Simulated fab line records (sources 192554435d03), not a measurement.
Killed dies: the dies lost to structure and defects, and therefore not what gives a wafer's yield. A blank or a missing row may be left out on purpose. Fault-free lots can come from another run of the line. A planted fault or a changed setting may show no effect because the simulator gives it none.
Which of the tools did it? -- flow n5-finfet -- 30 wafers from 10 lots sampled at 5 of the route's 1938 steps

WHAT EACH GAUGE READ, for each wafer
No reading from a measuring or inspecting step in the record can be judged against a usual standard deviation.

WHICH TOOL RAN EACH LOT (tool, then ch and the chambers of the sampled wafers, then the start)
lot,N5_MOL_CONTACT_COAG_ETCH_106,N5_MIM_BOT_LITHO_DESCUM_10,N5_PASSIVATION_PECVD_55,N5_PASSIVATION_DEGAS_18,N5_PASSIVATION_PROBE_49
L364,"rie-diel-01 ch 0,1,3, day 4 19:18","rie-diel-05 ch 1,2, day 13 00:50","pecvd-04 ch 0,1, day 13 01:44","pvd-sputter-02, day 13 03:15",-
L366,"rie-diel-06 ch 1,2, day 5 04:07","rie-diel-05 ch 0,1,3, day 13 08:29","pecvd-03 ch 0,1,2, day 13 09:29","pvd-sputter-03, day 13 12:00",-
L367,"rie-diel-01 ch 0,1, day 5 10:07","rie-diel-01 ch 1,3, day 13 23:59","pecvd-02 ch 0,1,2, day 14 01:05","pvd-sputter-01, day 14 02:57",-
L377,"rie-diel-06 ch 0,2, day 7 23:41","rie-diel-06 ch 1,2, day 16 02:59","pecvd-04 ch 0,1, day 16 03:52","pvd-sputter-03, day 16 07:15","prober-01, day 16 13:58"
L378,"rie-diel-06 ch 2,3, day 8 03:52","rie-diel-05 ch 2,3, day 16 09:37","pecvd-04 ch 1,2, day 16 10:35","pvd-sputter-02, day 16 12:40","prober-01, day 16 18:26"
L380,"rie-diel-05 ch 1,2,3, day 8 15:34","rie-diel-01 ch 0,2,3, day 16 15:04","pecvd-02 ch 0,1,2, day 16 15:58","pvd-sputter-02, day 16 17:29",-
L383,"rie-diel-05 ch 1,2,3, day 9 09:39","rie-diel-01 ch 1,3, day 17 21:42","pecvd-03 ch 1,2, day 17 22:38","pvd-sputter-03, day 18 01:21",-
L384,"rie-diel-05 ch 1,2,3, day 9 16:01","rie-diel-06 ch 2,3, day 17 16:00","pecvd-02 ch 1,2, day 17 16:53","pvd-sputter-03, day 17 18:47",-
L386,"rie-diel-01 ch 0,1,2, day 10 04:26","rie-diel-01 ch 0,3, day 18 03:31","pecvd-04 ch 0,2, day 18 04:24","pvd-sputter-01, day 18 05:42",-
L387,"rie-diel-06 ch 1,3, day 10 15:01","rie-diel-06 ch 0,2,3, day 18 19:47","pecvd-02 ch 1,2, day 18 20:40","pvd-sputter-01, day 18 23:22",-
- N5_MOL_CONTACT_COAG_ETCH_106: etches SOC in N2/H2, target depth 80 nm, overetch 16 nm, time 120 s.
- N5_MIM_BOT_LITHO_DESCUM_10: chemistry O2, time 7.9 s.
- N5_PASSIVATION_PECVD_55: deposits SiO2 from SiH4/N2O, target thk 400 nm, time 22.5 s.
- N5_PASSIVATION_DEGAS_18: time 60 s.
- N5_PASSIVATION_PROBE_49

WHAT THE TOOLS THEMSELVES READ (means of the sampled wafers that have a number; where no wafer has one, the mark that the record gives instead)
N5_MOL_CONTACT_COAG_ETCH_106. Usual: value, then standard deviation, for each; drypump-motor-current-A 5.8 A / 0.6; oes-product-au 0.69 a.u. / 0.064; rf-fwd-power-W 835 W / 3.1; rf-vpp-V 523.2 V / 2.2; showerhead-plenum-p-Torr 2.52 Torr / 0.076; temp-c 40.00 C / 0.1; throttle-valve-pct 17.85 % / 0.16.
lot,tool,drypump-motor-current-A (A),oes-product-au (a.u.),rf-fwd-power-W (W),rf-vpp-V (V),showerhead-plenum-p-Torr (Torr),temp-c (C),throttle-valve-pct (%),flag
L364,rie-diel-01,5.8,0.65,837,522.6,2.53,39.92,17.87,
L366,rie-diel-06,5.5,0.72,837,523.9,2.54,40.06,17.66,
L367,rie-diel-01,5.6,0.66,835,522.7,2.50,39.94,17.96,
L377,rie-diel-06,5.6,0.73,836,521.4,2.47,40.03,17.69,
L378,rie-diel-06,5.0,0.71,834,521.1,2.47,39.98,17.75,
L380,rie-diel-05,6.1,0.69,834,522.5,2.48,39.95,17.91,
L383,rie-diel-05,6.1,0.69,838,522.6,2.47,39.89,17.93,
L384,rie-diel-05,6.1,0.69,835,523.3,2.47,39.99,17.94,
L386,rie-diel-01,6.0,0.71,832,525.1,2.59,40.00,17.81,
L387,rie-diel-06,5.5,0.79,833,523.7,2.56,39.96,17.69,

N5_MIM_BOT_LITHO_DESCUM_10. Usual: value, then standard deviation, for each; drypump-motor-current-A 5.8 A / 0.55; oes-product-au 0.78 a.u. / 0.087; rf-fwd-power-W 49.67 W / 0.2; rf-vpp-V 242.9 V / 1.4; showerhead-plenum-p-Torr 2.08 Torr / 0.072; temp-c 39.99 C / 0.12; throttle-valve-pct 20.38 % / 0.26.
lot,tool,drypump-motor-current-A (A),oes-product-au (a.u.),rf-fwd-power-W (W),rf-vpp-V (V),showerhead-plenum-p-Torr (Torr),temp-c (C),throttle-valve-pct (%),flag
L364,rie-diel-05,5.7,0.77,49.70,242.8,2.08,39.99,20.53,
L366,rie-diel-05,6.0,0.82,49.61,242.3,2.05,40.00,20.49,
L367,rie-diel-01,5.7,0.83,49.57,243.2,2.10,39.97,20.26,
L377,rie-diel-06,5.5,0.78,49.88,242.5,2.04,40.04,20.18,
L378,rie-diel-05,6.3,0.88,49.74,244.8,2.18,40.00,20.28,
L380,rie-diel-01,6.3,0.80,49.81,243.7,2.13,39.98,20.22,
L383,rie-diel-01,5.4,0.73,49.60,242.8,2.07,39.98,20.53,
L384,rie-diel-06,5.0,0.71,49.63,240.9,1.98,39.94,20.33,
L386,rie-diel-01,6.1,0.84,49.81,244.0,2.17,40.12,20.07,
L387,rie-diel-06,5.5,0.70,49.69,241.6,1.98,40.00,20.49,

N5_PASSIVATION_PECVD_55. Usual: heater-power-w 631 W, standard deviation 66; rf-fwd-power-W 599.9 W, standard deviation 2.7; showerhead-plenum-p-Torr 8.16 Torr, standard deviation 0.083; throttle-valve-pct 51.4 %, standard deviation 2.7.
lot,tool,heater-power-w (W),rf-fwd-power-W (W),showerhead-plenum-p-Torr (Torr),throttle-valve-pct (%),flag
L364,pecvd-04,672,601.8,8.19,50.4,
L366,pecvd-03,664,599.9,8.22,51.0,
L367,pecvd-02,651,598.8,8.16,53.3,
L377,pecvd-04,634,601.1,8.11,49.7,
L378,pecvd-04,576,598.9,8.07,48.1,
L380,pecvd-02,590,600.4,8.14,53.6,
L383,pecvd-03,616,600.6,8.20,50.5,
L384,pecvd-02,652,600.8,8.10,52.9,
L386,pecvd-04,629,602.4,8.20,50.1,
L387,pecvd-02,661,600.7,8.10,53.0,

N5_PASSIVATION_DEGAS_18. Usual: heater-power-w reads 463 W (standard deviation 38).
lot,tool,heater-power-w (W),flag
L364,pvd-sputter-02,486,
L366,pvd-sputter-03,423,
L367,pvd-sputter-01,456,
L377,pvd-sputter-03,418,
L378,pvd-sputter-02,495,
L380,pvd-sputter-02,488,
L383,pvd-sputter-03,432,
L384,pvd-sputter-03,472,
L386,pvd-sputter-01,451,
L387,pvd-sputter-01,484,

N5_PASSIVATION_PROBE_49. Usual: defect-limited-yield 91.4 %, standard deviation 1.4; killed_at_M0_to_M3 33, standard deviation 11; killed_at_M4_up 13, standard deviation 5.3; killed-at-contacts 13, standard deviation 6.1; killed-at-front-end 40, standard deviation 11; killed-at-other 2.9, standard deviation 2.7; killed-dies 102, standard deviation 17; killed-on-rim 14, standard deviation 4.2; killed-open 68, standard deviation 13; killed-short 32, standard deviation 7.5; sort_bin_5_function 5.1 %, standard deviation 0.98; sort_bin_6_memory 3.2 %, standard deviation 0.69; sort_bin_8_speed 0.1 %, standard deviation 1.1; sort-n-pass 1077, standard deviation 21; sort-yield-pct 91.3 %, standard deviation 1.7.
lot,tool,defect-limited-yield (%),killed_at_M0_to_M3,killed_at_M4_up,killed-at-contacts,killed-at-front-end,killed-at-other,killed-dies,killed-on-rim,killed-open,killed-short,sort_bin_5_function (%),sort_bin_6_memory (%),sort_bin_8_speed (%),sort-n-pass,sort-yield-pct (%),flag
L377,prober-01,84.5,27,9,97,48,1.3,183,30,63,34,8.8,3.8,0.0,997,84.5,OFF
L378,prober-01,81.1,34,4,150,34,0.7,223,21,55,23,11.0,3.6,0.0,957,81.1,OFF

THE ANSWER, worked out from the rows above alone
Rule: lot off if the mean of its wafers having a number is beyond 3 standard deviations from the usual mean. Also off: a lot with no number at a reading for which 4 or more lots have one. Any other lot the step has rows for is counted as sound. The gauges are gone through in route order, then the tools' own readings, and for those a lot's mean is taken as printed above. At the first step where some lot is off, the reading lying furthest off is the one used; lots without a number count as furthest.
Off: L377, L378 (N5_PASSIVATION_PROBE_49, killed-at-contacts). Neither off nor sound, because the step has no rows for them: L364, L366, L367, L380, L383, L384, L386, L387.
If a tool, at that step or one of the process steps before it, ran each lot that is off and ran no sound lot following the first of them, it fits. Can't be told from this: 3 tools fit, rie-diel-06 at N5_MOL_CONTACT_COAG_ETCH_106, pecvd-04 at N5_PASSIVATION_PECVD_55, prober-01 at N5_PASSIVATION_PROBE_49.

WHAT THE SIMULATOR HAD INSERTED
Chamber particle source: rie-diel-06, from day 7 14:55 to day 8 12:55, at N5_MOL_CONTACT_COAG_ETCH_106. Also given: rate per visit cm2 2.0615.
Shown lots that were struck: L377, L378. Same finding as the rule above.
